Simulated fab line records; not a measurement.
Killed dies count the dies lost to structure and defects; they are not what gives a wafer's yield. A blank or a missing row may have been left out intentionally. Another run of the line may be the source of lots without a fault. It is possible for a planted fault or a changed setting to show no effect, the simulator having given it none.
Chamber matching || flow nand_harc || NHARC_A_BLC_ETCH_16 on rie_diel-05 has 4 sister chambers
The step etches the open film in CF4, target depth 39 nm, time 65 s. 30 wafers are shown with their chamber, then 12 later ones without.

## EACH WAFER AND ITS CHAMBER
{"wafer": "L077.3", "chamber": 2, "showerhead_plenum_p_Torr (Torr)": 1.83, "drypump_motor_current_A (A)": 5.4, "oes_product_au (a.u.)": 0.993}
{"wafer": "L077.4", "chamber": 1, "showerhead_plenum_p_Torr (Torr)": 1.85, "drypump_motor_current_A (A)": 6.4, "oes_product_au (a.u.)": 0.987}
{"wafer": "L077.5", "chamber": 0, "showerhead_plenum_p_Torr (Torr)": 1.77, "drypump_motor_current_A (A)": 6.4, "oes_product_au (a.u.)": 0.975}
{"wafer": "L079.3", "chamber": 2, "showerhead_plenum_p_Torr (Torr)": 1.83, "drypump_motor_current_A (A)": 5.5, "oes_product_au (a.u.)": 0.990}
{"wafer": "L079.5", "chamber": 0, "showerhead_plenum_p_Torr (Torr)": 1.77, "drypump_motor_current_A (A)": 6.4, "oes_product_au (a.u.)": 0.969}
{"wafer": "L079.6", "chamber": 1, "showerhead_plenum_p_Torr (Torr)": 1.85, "drypump_motor_current_A (A)": 6.3, "oes_product_au (a.u.)": 0.985}
{"wafer": "L082.1", "chamber": 0, "showerhead_plenum_p_Torr (Torr)": 1.77, "drypump_motor_current_A (A)": 6.4, "oes_product_au (a.u.)": 0.970}
{"wafer": "L082.3", "chamber": 2, "showerhead_plenum_p_Torr (Torr)": 1.83, "drypump_motor_current_A (A)": 5.4, "oes_product_au (a.u.)": 1.000}
{"wafer": "L082.5", "chamber": 1, "showerhead_plenum_p_Torr (Torr)": 1.84, "drypump_motor_current_A (A)": 6.3, "oes_product_au (a.u.)": 0.974}
{"wafer": "L085.1", "chamber": 0, "showerhead_plenum_p_Torr (Torr)": 1.77, "drypump_motor_current_A (A)": 6.4, "oes_product_au (a.u.)": 0.977}
{"wafer": "L085.5", "chamber": 1, "showerhead_plenum_p_Torr (Torr)": 1.84, "drypump_motor_current_A (A)": 6.3, "oes_product_au (a.u.)": 0.999}
{"wafer": "L085.6", "chamber": 0, "showerhead_plenum_p_Torr (Torr)": 1.77, "drypump_motor_current_A (A)": 6.4, "oes_product_au (a.u.)": 0.976}
{"wafer": "L081.1", "chamber": 3, "showerhead_plenum_p_Torr (Torr)": 1.71, "drypump_motor_current_A (A)": 6.2, "oes_product_au (a.u.)": 0.979}
{"wafer": "L081.2", "chamber": 1, "showerhead_plenum_p_Torr (Torr)": 1.84, "drypump_motor_current_A (A)": 6.4, "oes_product_au (a.u.)": 0.995}
{"wafer": "L081.5", "chamber": 3, "showerhead_plenum_p_Torr (Torr)": 1.71, "drypump_motor_current_A (A)": 6.2, "oes_product_au (a.u.)": 0.994}
{"wafer": "L087.1", "chamber": 0, "showerhead_plenum_p_Torr (Torr)": 1.77, "drypump_motor_current_A (A)": 6.4, "oes_product_au (a.u.)": 0.985}
{"wafer": "L087.3", "chamber": 1, "showerhead_plenum_p_Torr (Torr)": 1.84, "drypump_motor_current_A (A)": 6.4, "oes_product_au (a.u.)": 0.995}
{"wafer": "L087.5", "chamber": 3, "showerhead_plenum_p_Torr (Torr)": 1.71, "drypump_motor_current_A (A)": 6.2, "oes_product_au (a.u.)": 0.985}
{"wafer": "L089.4", "chamber": 2, "showerhead_plenum_p_Torr (Torr)": 1.83, "drypump_motor_current_A (A)": 5.4, "oes_product_au (a.u.)": 1.004}
{"wafer": "L089.5", "chamber": 3, "showerhead_plenum_p_Torr (Torr)": 1.71, "drypump_motor_current_A (A)": 6.2, "oes_product_au (a.u.)": 0.976}
{"wafer": "L089.6", "chamber": 0, "showerhead_plenum_p_Torr (Torr)": 1.77, "drypump_motor_current_A (A)": 6.4, "oes_product_au (a.u.)": 0.980}
{"wafer": "L088.2", "chamber": 2, "showerhead_plenum_p_Torr (Torr)": 1.83, "drypump_motor_current_A (A)": 5.5, "oes_product_au (a.u.)": 1.006}
{"wafer": "L088.4", "chamber": 1, "showerhead_plenum_p_Torr (Torr)": 1.84, "drypump_motor_current_A (A)": 6.3, "oes_product_au (a.u.)": 0.988}
{"wafer": "L088.6", "chamber": 3, "showerhead_plenum_p_Torr (Torr)": 1.71, "drypump_motor_current_A (A)": 6.2, "oes_product_au (a.u.)": 0.980}
{"wafer": "L090.2", "chamber": 1, "showerhead_plenum_p_Torr (Torr)": 1.84, "drypump_motor_current_A (A)": 6.4, "oes_product_au (a.u.)": 0.985}
{"wafer": "L090.4", "chamber": 0, "showerhead_plenum_p_Torr (Torr)": 1.77, "drypump_motor_current_A (A)": 6.4, "oes_product_au (a.u.)": 0.989}
{"wafer": "L090.6", "chamber": 1, "showerhead_plenum_p_Torr (Torr)": 1.84, "drypump_motor_current_A (A)": 6.3, "oes_product_au (a.u.)": 0.991}
{"wafer": "L093.1", "chamber": 2, "showerhead_plenum_p_Torr (Torr)": 1.83, "drypump_motor_current_A (A)": 5.5, "oes_product_au (a.u.)": 1.003}
{"wafer": "L093.2", "chamber": 1, "showerhead_plenum_p_Torr (Torr)": 1.84, "drypump_motor_current_A (A)": 6.4, "oes_product_au (a.u.)": 0.991}
{"wafer": "L093.3", "chamber": 3, "showerhead_plenum_p_Torr (Torr)": 1.71, "drypump_motor_current_A (A)": 6.2, "oes_product_au (a.u.)": 0.981}

SIGNATURES (means of the wafers above)
{"reading": "showerhead_plenum_p_Torr", "chamber 0": 1.7700, "chamber 1": 1.8420, "chamber 2": 1.8300, "chamber 3": 1.7100, "scatter within a chamber": 0.00248}
{"reading": "drypump_motor_current_A", "chamber 0": 6.400, "chamber 1": 6.350, "chamber 2": 5.450, "chamber 3": 6.200, "scatter within a chamber": 0.0392}
{"reading": "oes_product_au", "chamber 0": 0.97762, "chamber 1": 0.98900, "chamber 2": 0.99933, "chamber 3": 0.98250, "scatter within a chamber": 0.00674}
Rule: a wafer lies at a distance from a chamber equal to the root of the sum of squares, over the readings, of (its reading less the chamber's mean, divided by the reading's scatter). The wafer belongs to the nearest chamber; if the next one is less than 2 further off, it can't be placed. The scatter: take each reading less its chamber's mean, square it, sum over the shown wafers, divide by the number of wafers less the number of chambers, and take the root.

## WAFERS WHOSE CHAMBER IS MISSING
{"wafer": "L092.1", "showerhead_plenum_p_Torr (Torr)": 1.71, "drypump_motor_current_A (A)": 6.2, "oes_product_au (a.u.)": 0.975}
{"wafer": "L092.3", "showerhead_plenum_p_Torr (Torr)": 1.83, "drypump_motor_current_A (A)": 5.5, "oes_product_au (a.u.)": 1.007}
{"wafer": "L092.5", "showerhead_plenum_p_Torr (Torr)": 1.77, "drypump_motor_current_A (A)": 6.4, "oes_product_au (a.u.)": 0.982}
{"wafer": "L095.3", "showerhead_plenum_p_Torr (Torr)": 1.84, "drypump_motor_current_A (A)": 6.3, "oes_product_au (a.u.)": 0.997}
{"wafer": "L095.5", "showerhead_plenum_p_Torr (Torr)": 1.84, "drypump_motor_current_A (A)": 6.4, "oes_product_au (a.u.)": 0.991}
{"wafer": "L095.6", "showerhead_plenum_p_Torr (Torr)": 1.83, "drypump_motor_current_A (A)": 5.4, "oes_product_au (a.u.)": 1.011}
{"wafer": "L094.3", "showerhead_plenum_p_Torr (Torr)": 1.77, "drypump_motor_current_A (A)": 6.4, "oes_product_au (a.u.)": 0.983}
{"wafer": "L094.4", "showerhead_plenum_p_Torr (Torr)": 1.71, "drypump_motor_current_A (A)": 6.2, "oes_product_au (a.u.)": 0.977}
{"wafer": "L094.6", "showerhead_plenum_p_Torr (Torr)": 1.83, "drypump_motor_current_A (A)": 5.4, "oes_product_au (a.u.)": 1.000}
{"wafer": "L097.1", "showerhead_plenum_p_Torr (Torr)": 1.77, "drypump_motor_current_A (A)": 6.4, "oes_product_au (a.u.)": 0.981}
{"wafer": "L097.2", "showerhead_plenum_p_Torr (Torr)": 1.84, "drypump_motor_current_A (A)": 6.3, "oes_product_au (a.u.)": 0.999}
{"wafer": "L097.6", "showerhead_plenum_p_Torr (Torr)": 1.71, "drypump_motor_current_A (A)": 6.2, "oes_product_au (a.u.)": 0.982}

## WHICH CHAMBER EACH ONE RAN IN
{"wafer": "L092.1", "from the rows above": 3, "in truth": 3}
{"wafer": "L092.3", "from the rows above": 2, "in truth": 2}
{"wafer": "L092.5", "from the rows above": 0, "in truth": 0}
{"wafer": "L095.3", "from the rows above": 1, "in truth": 1}
{"wafer": "L095.5", "from the rows above": 1, "in truth": 1}
{"wafer": "L095.6", "from the rows above": 2, "in truth": 2}
{"wafer": "L094.3", "from the rows above": 0, "in truth": 0}
{"wafer": "L094.4", "from the rows above": 3, "in truth": 3}
{"wafer": "L094.6", "from the rows above": 2, "in truth": 2}
{"wafer": "L097.1", "from the rows above": 0, "in truth": 0}
{"wafer": "L097.2", "from the rows above": 1, "in truth": 1}
{"wafer": "L097.6", "from the rows above": 3, "in truth": 3}
12 of 12 placed correctly. Number that these rows cannot place: 0. Wrongly placed: 0.
